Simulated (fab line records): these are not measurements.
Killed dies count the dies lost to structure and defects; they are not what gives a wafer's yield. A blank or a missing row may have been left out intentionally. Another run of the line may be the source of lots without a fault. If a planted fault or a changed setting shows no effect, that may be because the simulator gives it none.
fab line records    flow n5-finfet
[record] lots = 4  wafers = 11  last-day = 19
route steps=1938 shown BEOL_M6@1230 BEOL_M7@1263 BEOL_M15@1830
lots that met no fault: from a run of the same line without faults
start-h: the number of hours between the record's first day and the start of the first shown wafer of the lot    wait-h: hours from the lot's prior step to this one    " same as the row above    L1.1+2: several wafers, shown together as one row    - no value present, or no start provided    * or withheld: withheld    < > ~ a bound
route shown NAME@n: NAME is a module with steps in the file, n the number in the route of the first one    usual: the fault-free wafers' mean and standard deviation    same: alike in all rows    chamber/n: place in a boat    sites: readings site by site    _std_site: standard deviation across them    _edge_site: inner sites' mean taken away from outer sites' mean    radius-mm: how far each site lies from the wafer's centre    mask NAME#n: copy n    behind: the last tool/chamber to shape the wafer    hold: reason for holding the lot/hours on hold/outcome of the hold    device: transistor that didn't switch, given as n, p or np    end of line: the same wafers' tests at the end of the route    step lacking rows: just its recipe    killed: the dies lost at the first sort to structure and to defects; this is not the yield of the wafer    map: shows each die of a wafer: x if killed, . if not, _ if none is there
set.NAME: setting as actually run; set.NAME@STEP: the setting as run at that earlier step    model.NAME: the simulator's own value behind a step, which no gauge read
lots seen at some steps along the route; tables by step, rows by wafer
services: from which hour (start-h, from the record's first day; less than 0 if before it) a tool's chamber was out of use, for how many hours, and why
[[steps]]
[step N5_BEOL_M6_DESCUM_33]
[recipe] chemistry = O2  time-s = 7  source-power-w = 50  bias-power-w = 20  pressure-mtorr = 20  rf-frequency-hz = 2.712e+07  temp-c = 40  resist = CAR-EUV  o2-flow-sccm = 225
[step N5_BEOL_M6_ETCH_72]
[recipe] chemistry = N2/H2  target = underlayer  target-depth-a = 65  mask-material = CAR-EUV  time-s = 5.2  ion-energy-ev = 200  pressure-mtorr = 30  source-w = 840  bias-w = 150  n2-flow-sccm = 200  h2-flow-sccm = 200  ends = cleared
[step N5_BEOL_M6_ETCH_65]
[recipe] chemistry = CF4  target = SiARC  target-depth-a = 156  mask-material = CAR-EUV  time-s = 26  ion-energy-ev = 80  pressure-mtorr = 40  source-w = 545  bias-w = 36  Ar_flow_sccm = 100  cf4-flow-sccm = 100  ends = cleared
[step N5_BEOL_M6_ETCH_66]
[recipe] chemistry = N2/H2  target = SOC  target-depth-a = 800  overetch-a = 160  mask-material = SiARC  temp-c = 40  time-s = 120  ion-energy-ev = 200  pressure-mtorr = 30  source-w = 840  bias-w = 150  n2-flow-sccm = 200  h2-flow-sccm = 200
[step N5_BEOL_M6_STRIP_69]
[recipe] chemistry = N2/H2  temp-c = 40  n2-flow-sccm = 200  h2-flow-sccm = 200  rf-frequency-hz = 6e+07
[step N5_BEOL_M6_STRIP_73]
[recipe] chemistry = N2/H2  temp-c = 40  n2-flow-sccm = 200  h2-flow-sccm = 200  rf-frequency-hz = 6e+07
[step N5_BEOL_M6_VIA_ETCH_34]
[recipe] chemistry = C4F6/O2  target = SiCOH_lowk  target-depth-a = 1263  mask-material = SOC  taper-deg = 4  time-s = 50.9  ion-energy-ev = 250  pressure-mtorr = 30  source-w = 345  bias-w = 185  Ar_flow_sccm = 300  C4F6_flow_sccm = 10  O2_flow_sccm = 10
[step N5_BEOL_M6_STRIP_76]
[recipe] chemistry = C4F6/O2  resist = SiARC  rf-frequency-hz = 6e+07
[step N5_BEOL_M6_STRIP_36]
[recipe] chemistry = N2/H2  power-w = 450  temp-c = 40  pressure-mtorr = 20  rf-frequency-hz = 6e+07  overash-fraction = 0.3  bias-power-w = 7  h2-frac = 0.5  n2-flow-sccm = 200  h2-flow-sccm = 200
[step N5_BEOL_M6_TRENCH_ETCH_37]
[recipe] chemistry = C4F6/O2  target-depth-a = 944.35  target = SiCOH_lowk  time-s = 31.5  ion-energy-ev = 250  pressure-mtorr = 30  source-w = 345  bias-w = 185  Ar_flow_sccm = 300  C4F6_flow_sccm = 10  O2_flow_sccm = 10
[usual] O2_flow_sccm = 10.00/0.031  drypump-motor-current-A = 5.6/0.47  oes-product-au = 0.79/0.079  rf-fwd-power-W = 340.3/1.6  rf-vpp-V = 672/18  showerhead-plenum-p-Torr = 2.86/0.1  throttle-valve-pct = 20.91/0.27
lot.wafer  tool         chamber  start-h  wait-h  O2_flow_sccm  drypump-motor-current-A  oes-product-au  rf-fwd-power-W  rf-hours-counter-h  rf-vpp-V  showerhead-plenum-p-Torr  throttle-valve-pct  model.BEOL_M6.feature-depth-nm  model.etch.depth-nm
L210.2     rie-diel-06  0        216.20   -       10.00         5.9                      0.90            336.3           40                  646       3.02                      20.98               97                              97.08
L210.3     "            1        "        "       9.99          5.8                      0.76            339.0           150                 690       2.75                      21.03               93.8                            93.75
L210.4     "            0        "        "       9.97          5.8                      0.90            339.1           -                   644       3.02                      20.99               95.4                            95.36
L222.4     rie-diel-06  0        284.96   -       10.02         5.8                      0.81            277.2           67                  712       3.01                      21.02               89.2                            89.19
L222.5     "            2        "        "       10.03         4.9                      0.91            278.7           -                   752       2.78                      20.20               89.2                            89.23
L222.6     "            3        "        "       9.99          6.0                      0.72            278.9           -                   727       2.95                      21.07               87.6                            87.6
L221.2     rie-diel-06  2        291.67   -       9.98          4.9                      0.91            277.8           21                  749       2.77                      20.20               89                              89.05
L221.3     "            3        "        "       9.97          6.0                      0.71            275.4           162                 726       2.95                      21.06               87.6                            87.6
L221.5     "            1        "        "       10.03         5.8                      0.69            279.3           -                   762       2.73                      21.04               86                              86.02
L230.5     rie-diel-06  1        353.58   -       10.03         5.8                      0.71            341.5           -                   691       2.72                      21.09               91                              90.91
L230.6     "            0        "        "       9.99          5.8                      0.83            337.5           -                   643       3.00                      21.07               95.8                            95.86
[step N5_BEOL_M6_ETCH_41]
[recipe] chemistry = CH3F/O2  target = SiCN  target-depth-a = 297  taper-deg = 2  time-s = 52  ion-energy-ev = 120  mask-material = TiN  pressure-mtorr = 30  source-w = 395  bias-w = 75  Ar_flow_sccm = 150  CH3F_flow_sccm = 30  O2_flow_sccm = 20
[step N5_BEOL_M6_STRIP_80]
[recipe] chemistry = N2/H2  time-s = 10  power-w = 450  temp-c = 40  pressure-mtorr = 20  rf-frequency-hz = 6e+07  bias-power-w = 7  n2-flow-sccm = 200  h2-flow-sccm = 200
[step N5_BEOL_M6_OCD_MEAS_38]
[usual] trench-depth-nm = 95.0/1.8
lot.wafer  tool    chamber  start-h  wait-h  trench-depth-nm
L210.2     ocd-01  -        216.36   -       97.5
L210.3     "       -        "        "       93.7
L210.4     "       -        "        "       95.3
L222.4     ocd-02  -        285.12   -       89.7
L222.5     "       -        "        "       89.1
L222.6     "       -        "        "       87.6
L221.2     ocd-02  -        291.83   -       89.6
L221.3     "       -        "        "       87.6
L221.5     "       -        "        "       85.7
L230.5     ocd-01  -        353.73   -       91.2
L230.6     "       -        "        "       96.2
[step N5_BEOL_M6_HM_STRIP_39]
[recipe] chemistry = peroxide-tin-strip  material = TiN  target-depth-a = 250  temp-c = 50  time-s = 158
[step N5_BEOL_M6_SRD_40]
[recipe] time-s = 30  temp-c = 23  rinse-liquid = diw  dry = ipa-marangoni
[step N5_BEOL_M6_PRECLEAN_42]
[recipe] chemistry = residue-remover  time-s = 60  temp-c = 40
[step N5_BEOL_M6_SRD_43]
[recipe] time-s = 30  temp-c = 23  rinse-liquid = diw  dry = ipa-marangoni
[step N5_BEOL_M6_CURE_75]
[recipe] temp-c = 370  time-s = 120  ambient = DMADMS/He  material = SiCOH_lowk
[step N5_BEOL_M6_DEGAS_44]
[recipe] ambient = vacuum  temp-c = 250  time-s = 60
[step N5_BEOL_M6_PRE_CLEAN_45]
[recipe] gas = H2/He  time-s = 30  temp-c = 250
[step N5_BEOL_M6_ALD_77]
[recipe] material = TaN  target-thk-a = 20  temp-c = 275  ald-precursor-family = PDMAT  ald-co-reactant = NH3  pressure-torr = 3  carrier-flow-sccm = 1500  pulse-time-s = 2  purge-time-s = 3  co-reactant-purge-time-s = 2  co-reactant-pulse-time-s = 3  ald-cycles = 40  precursor-vessel-temp-c = 75  precursor-vessel-pressure-torr = 26.25  precursor-vessel-carrier-sccm = 1000
[step N5_BEOL_M6_SURFACE_TREAT_79]
[recipe] gas = Ar  time-s = *  ion-energy-ev = *  ion-current-ma-cm2 = 0.5  pressure-mtorr = *  ar-flow-sccm = 30
[step N5_BEOL_M6_CVD_78]
[recipe] material = Co  target-thk-a = 20  temp-c = withheld  precursor = CCTBA/H2  pressure-torr = 30  time-s = 142.3
[step N5_BEOL_M6_SPUTTER_48]
[recipe] material = Cu  target-thk-a = 100  temp-c = -20  bias-v = 60  power-w = 26000  chamber-pressure-pa = 0.13  time-s = 1.667
[step N5_BEOL_M6_ECD_50]
[recipe] material = Cu  target-thk-a = 3000
[step N5_BEOL_M6_ANNEAL_51]
[recipe] temp-c = 225  time-s = 90  ambient = N2
[step N5_BEOL_M6_CMP_52]
[recipe] stop-on = SiCOH_lowk  t-overpolish-s = 6.9  down-force-psi = 1  platen-rpm = 50  clearing-platen-down-force-psi = 1.5  clearing-platen-rpm = 50  post-cmp-clean = cu-alkaline  target-thk-nm = 80  clearing-platen-pad-velocity-m-s = 0.99484  pad-velocity-m-s = 0.99484
[usual] barrier-field-endpoint-s = 29.1/0.75  motor-current-A = 6.0/0.54  overpolish-run-s = 6.899/0.0099  pad-life-wafers = 1125/680  retaining-ring-pressure-frac = 1.000/0.0049  time-to-endpoint-s = 62.4/2.6
lot.wafer  tool    chamber  start-h  wait-h  barrier-field-endpoint-s  motor-current-A  overpolish-run-s  pad-life-wafers  retaining-ring-pressure-frac  time-to-endpoint-s  model.Cu_of_BEOL_M6_ECD_50.thk-nm
L210.2     cmp-02  0        217.94   0.2     29.3                      6.4              6.881             1554             0.992                         59.2                82.4
L210.4     "       2        "        "       29.1                      5.9              6.902             1556             0.996                         63.2                81.8
L210.3     "       3        "        "       29.7                      5.8              6.897             1557             0.991                         66.0                80.8
L222.4     cmp-02  2        289.19   0.2     30.0                      6.0              6.904             98               0.994                         67.4                75.2
L222.6     "       0        "        "       29.0                      6.5              6.904             -                0.999                         59.7                71.6
L222.5     "       1        "        "       28.8                      5.7              6.903             -                0.996                         62.8                73.6
L221.2     cmp-01  2        295.72   0.2     27.9                      5.3              6.892             276              0.995                         58.3                74.2
L221.3     "       1        "        "       28.3                      5.8              6.905             279              1.000                         63.9                74.6
L221.5     "       2        "        "       27.9                      5.3              6.900             -                0.995                         59.8                72
L230.5     cmp-01  2        357.58   0.2     29.4                      5.4              6.897             -                1.001                         61.6                77.8
L230.6     "       3        "        "       29.4                      6.3              6.918             -                1.010                         63.6                82.8
[step N5_BEOL_M6_THK_MEAS_53]
[recipe] thk-meas-gauge = xrf  reads = Cu_of_BEOL_M6_ECD_50
[usual] M6_THK = 80.3/1.9
lot.wafer  tool           chamber  start-h  wait-h  M6_THK[nm]
L210.2     film-metro-01  -        218.23   -       81.9
L210.3     "              -        "        "       80.7
L210.4     "              -        "        "       81.7
L222.4     film-metro-01  -        289.41   -       75.6
L222.5     "              -        "        "       74.3
L222.6     "              -        "        "       72.0
L221.2     film-metro-01  -        296.02   -       74.1
L221.3     "              -        "        "       74.2
L221.5     "              -        "        "       71.5
L230.5     film-metro-01  -        357.73   -       77.5
L230.6     "              -        "        "       82.7
[step N5_BEOL_M6_PRE_CLEAN_55]
[recipe] gas = NH3  time-s = 15  temp-c = withheld  rf-power-w = 300
[step N5_BEOL_M6_DEP_56]
[recipe] material = SiCN  target-thk-a = 100  temp-c = withheld  precursor = 3MS/NH3  pressure-torr = 3  rf-w = 202  time-s = 17.5
[step N5_BEOL_M6_RS_MEAS_57]
[recipe] thk-meas-gauge = four-point-probe  reads = Cu_of_BEOL_M6_ECD_50+Co_of_BEOL_M6_CVD_78+TaN_of_BEOL_M6_ALD_77
[usual] M6_RS = 0.285/0.0084
lot.wafer  tool           chamber  start-h  wait-h  M6_RS[ohm/sq]
L210.2     film-metro-01  -        218.36   0.1     0.276
L210.3     "              -        "        "       0.283
L210.4     "              -        "        "       0.280
L222.4     film-metro-02  -        289.54   0.0     0.308
L222.5     "              -        "        "       0.316
L222.6     "              -        "        "       0.326
L221.2     film-metro-02  -        296.15   0.1     0.313
L221.3     "              -        "        "       0.310
L221.5     "              -        "        "       0.324
L230.5     film-metro-01  -        357.86   0.0     0.296
L230.6     "              -        "        "       0.275
[step N5_BEOL_M7_ILD_DEP_00]
[recipe] material = SiCOH_lowk  target-thk-a = 1797.5  temp-c = 300  precursor = DEMS/porogen  pressure-torr = 5  rf-w = 500  time-s = 33.4
[step N5_BEOL_M7_CURE_74]
[recipe] temp-c = 385  time-s = 240  ambient = He/Ar  material = SiCOH_lowk
[step N5_BEOL_M7_PECVD_70]
[recipe] material = SiO2  target-thk-a = 200  temp-c = 400  precursor = TEOS/O2  pressure-torr = 5.5  rf-w = 450  teos-flow-sccm = 53.8  gas = O2  flow-sccm = 3000  time-s = 22.7
[step N5_BEOL_M7_HM_DEP_02]
[recipe] material = TiN  target-thk-a = 200  temp-c = 25  chamber-pressure-pa = 0.49996
[step N5_BEOL_M7_COAT_59]
[recipe] resist = SOC  temp-c = 250  time-s = 60  spin-rpm = 1500  resist-thk-nm = 100
[step N5_BEOL_M15_RC_MEAS_101]
[usual] etest-temp-c = 24.98/0.11  COMB_M10 = 1.5e-11/3e-12  COMB_M10_max_site = 2.2e-11/5.2e-12  COMB_M11 = 1.43e-11/2.7e-12  COMB_M11_max_site = 2.1e-11/4.9e-12  COMB_M12 = 6.2e-12/1.2e-12  COMB_M13 = 4.7e-12/1.1e-12  COMB_M14 = 3.5e-12/7.4e-13  COMB_M15 = 2.5e-12/5.7e-13  COMB_M5 = 3.7e-11/8.1e-12  COMB_M6 = 2.5e-11/5.6e-12  COMB_M7 = 2.5e-11/5.2e-12  COMB_M8 = 2.5e-11/5.4e-12  COMB_M9 = 1.46e-11/3e-12  SERP_M10 = 3.05/0.1  SERP_M11 = 3.09/0.1  SERP_M12 = 0.646/0.018  SERP_M13 = 0.310/0.0063  SERP_M14 = 0.159/0.0047  SERP_M5 = 38.9/1.8  SERP_M6 = 13.9/0.53  SERP_M6_max_site = 14.5/0.59  SERP_M7 = 14.0/0.48  SERP_M8 = 13.6/0.5  SERP_M9 = 3.07/0.098
lot.wafer  tool       chamber  start-h  wait-h  etest-temp-c  COMB_M10[S/m]  COMB_M10_max_site[S/m]  COMB_M11[S/m]  COMB_M11_max_site[S/m]  COMB_M12[S/m]  COMB_M13[S/m]  COMB_M14[S/m]  COMB_M15[S/m]  COMB_M5[S/m]  COMB_M6[S/m]  COMB_M7[S/m]  COMB_M8[S/m]  COMB_M9[S/m]  SERP_M10[ohm/um]  SERP_M11[ohm/um]  SERP_M12[ohm/um]  SERP_M13[ohm/um]  SERP_M14[ohm/um]  SERP_M5[ohm/um]  SERP_M6[ohm/um]  SERP_M6_max_site[ohm/um]  SERP_M7[ohm/um]  SERP_M8[ohm/um]  SERP_M9[ohm/um]
L210.2     prober-01  0        291.41   0.2     25.03         1.6e-11        2.7e-11                 1.05e-11       1.6e-11                 5.3e-12        5.2e-12        2.5e-12        2.1e-12        4.4e-11       1.9e-11       3.3e-11       2.1e-11       1.19e-11      3.07              2.98              0.655             0.319             0.151             38.8             13.8             14.2                      14.1             13.9             2.95
L210.3     "          0        "        "       24.96         1.4e-11        1.9e-11                 1.38e-11       1.7e-11                 4.8e-12        4.6e-12        3.1e-12        2.3e-12        4.4e-11       2.3e-11       2.3e-11       2.5e-11       1.08e-11      3.03              3.13              0.623             0.311             0.160             40.5             13.7             14.5                      13.9             14.2             2.96
L210.4     "          0        "        "       25.08         1.6e-11        2.5e-11                 1.17e-11       1.6e-11                 5.8e-12        3.3e-12        4.9e-12        1.6e-12        5.4e-11       1.6e-11       2.9e-11       2.6e-11       1.41e-11      3.09              3.02              0.615             0.319             0.153             38.1             13.8             14.1                      15.2             13.2             2.91
L222.4     prober-02  0        355.62   0.5     24.89         1.9e-11        2.6e-11                 1.43e-11       1.7e-11                 5.6e-12        4.8e-12        4.2e-12        1.8e-12        2.9e-11       2.6e-11       2e-11         2e-11         1.35e-11      2.98              3.13              0.656             0.302             0.167             39.7             15.1             15.7                      14.1             13.6             2.91
L222.5     "          0        "        "       24.97         1.3e-11        1.9e-11                 2.03e-11       2.3e-11                 6.7e-12        7.2e-12        4.7e-12        2.6e-12        2.7e-11       2.3e-11       2.2e-11       2.4e-11       2.01e-11      2.96              3.10              0.626             0.307             0.161             39.6             15.8             16.1                      13.3             13.5             3.07
L222.6     "          0        "        "       24.94         1.3e-11        2e-11                   1.76e-11       2.9e-11                 7.3e-12        6.3e-12        3.3e-12        3.4e-12        4.8e-11       2.6e-11       2.7e-11       2.2e-11       1.25e-11      3.20              3.21              0.645             0.305             0.168             39.8             16.0             17.1                      14.1             13.0             3.21
L221.2     prober-01  0        357.59   0.2     24.88         1.4e-11        2.2e-11                 1.09e-11       1.4e-11                 3.8e-12        5.3e-12        3.2e-12        2.4e-12        3.2e-11       2.5e-11       2.7e-11       2.1e-11       2.13e-11      2.95              3.03              0.657             0.322             0.154             35.6             15.2             15.8                      14.7             13.1             3.11
L221.3     "          0        "        "       25.10         1.5e-11        2.9e-11                 1.31e-11       2.3e-11                 7.2e-12        5.7e-12        3.8e-12        2.3e-12        4.4e-11       3.1e-11       2.6e-11       1.8e-11       1.28e-11      2.98              3.11              0.619             0.310             0.155             37.0             15.3             15.6                      13.9             13.6             3.25
L221.5     "          0        "        "       24.90         1.2e-11        1.6e-11                 1.66e-11       2.8e-11                 4.7e-12        3.9e-12        2.7e-12        3e-12          5.2e-11       3e-11         3.4e-11       2.1e-11       1.45e-11      3.11              3.08              0.614             0.312             0.156             38.0             15.6             16.1                      14.3             13.2             3.11
L230.5     prober-02  0        433.66   0.6     24.94         1.4e-11        2.1e-11                 1.55e-11       2.1e-11                 5.7e-12        4.8e-12        4.3e-12        3e-12          3.8e-11       1.9e-11       3.3e-11       1.8e-11       1.47e-11      3.05              3.17              0.619             0.312             0.159             39.2             14.4             14.8                      12.9             13.4             3.00
L230.6     "          0        "        "       24.84         1.2e-11        2.2e-11                 1.63e-11       2.4e-11                 7e-12          4.9e-12        4.2e-12        2.4e-12        4.2e-11       1.7e-11       3e-11         2.1e-11       1.18e-11      2.96              3.18              0.641             0.307             0.160             36.9             13.7             14.3                      14.4             14.0             3.10
// sites SERP_M6 radius-mm=0,75,75,75,75,140,140,140,140
L210.2 13.9 14.0 13.8 14.2 13.8 13.7 13.8 14.0 13.7
L222.4 14.0 14.3 15.1 14.9 14.7 15.3 15.6 15.7 15.6
L221.2 14.5 15.0 15.2 14.4 15.4 15.2 15.8 15.1 15.6
L230.5 13.9 14.5 14.2 14.3 14.8 14.8 14.4 14.2 14.8
[[services]]
tool         chamber  start-h  hours  kind
rie-diel-06  1        194.90   14.0   repair
rie-diel-06  2        211.29   -      clean
rie-diel-06  2        211.29   -      consumable-replace:focus-ring
rie-diel-06  2        211.29   18.5   scheduled-down
rie-diel-06  2        211.29   18.5   vent-cycle
cmp-01       -        229.23   4.0    pm
cmp-01       -        233.23   -      consumable-replace:conditioner
cmp-01       -        233.23   -      consumable-replace:pad
cmp-01       -        235.47   5.8    pm
cmp-02       -        240.69   4.6    pm
cmp-01       -        243.11   1.0    repair
cmp-01       -        250.04   14.9   pm
cmp-01       -        269.52   5.5    repair
cmp-02       -        270.72   4.0    pm
cmp-02       -        303.82   0.9    repair
cmp-02       -        327.71   16.8   pm
[[key]]
[first-sign] step = N5_BEOL_M6_TRENCH_ETCH_37  reading = rf-fwd-power-W  direction = down  sigmas = 39  usual = *  struck = *
[effect] step = N5_BEOL_M6_TRENCH_ETCH_37  reading = rf-vpp-V  direction = up  sigmas = 3.7  usual = 672  struck = 738
[effect] step = N5_BEOL_M6_OCD_MEAS_38  reading = trench-depth-nm  direction = down  sigmas = 3.8  usual = 95.0  struck = 88.2
[effect] step = N5_BEOL_M6_THK_MEAS_53  reading = M6_THK  direction = down  sigmas = 3.5  usual = 80.3  struck = 73.6
[effect] step = N5_BEOL_M6_RS_MEAS_57  reading = M6_RS  direction = up  sigmas = 3.8  usual = 0.285  struck = 0.316
[effect] step = N5_BEOL_M15_RC_MEAS_101  reading = SERP_M6  direction = up  sigmas = 3.1  usual = 13.9  struck = 15.5
[model-effect] step = N5_BEOL_M6_TRENCH_ETCH_37  value = BEOL_M6.feature-depth-nm  without = 95.17  struck = 88.1
[model-effect] step = N5_BEOL_M6_CMP_52  value = Cu_of_BEOL_M6_ECD_50.thk-nm  without = 80.5  struck = 73.53
met-at N5_BEOL_M6_TRENCH_ETCH_37
struck-wafers L221.2,L221.3,L221.5,L222.4,L222.5,L222.6
onset-between 216.20 284.96
[fault] kind = process-parameter-drift  tool = rie-diel-06  chamber = -  onset-h = 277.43  steps = N5_BEOL_M6_TRENCH_ETCH_37  channel = source-w  offset = -62.1  shape = step  end-h = 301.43  acts-in = these-recipes-only  stated = 345
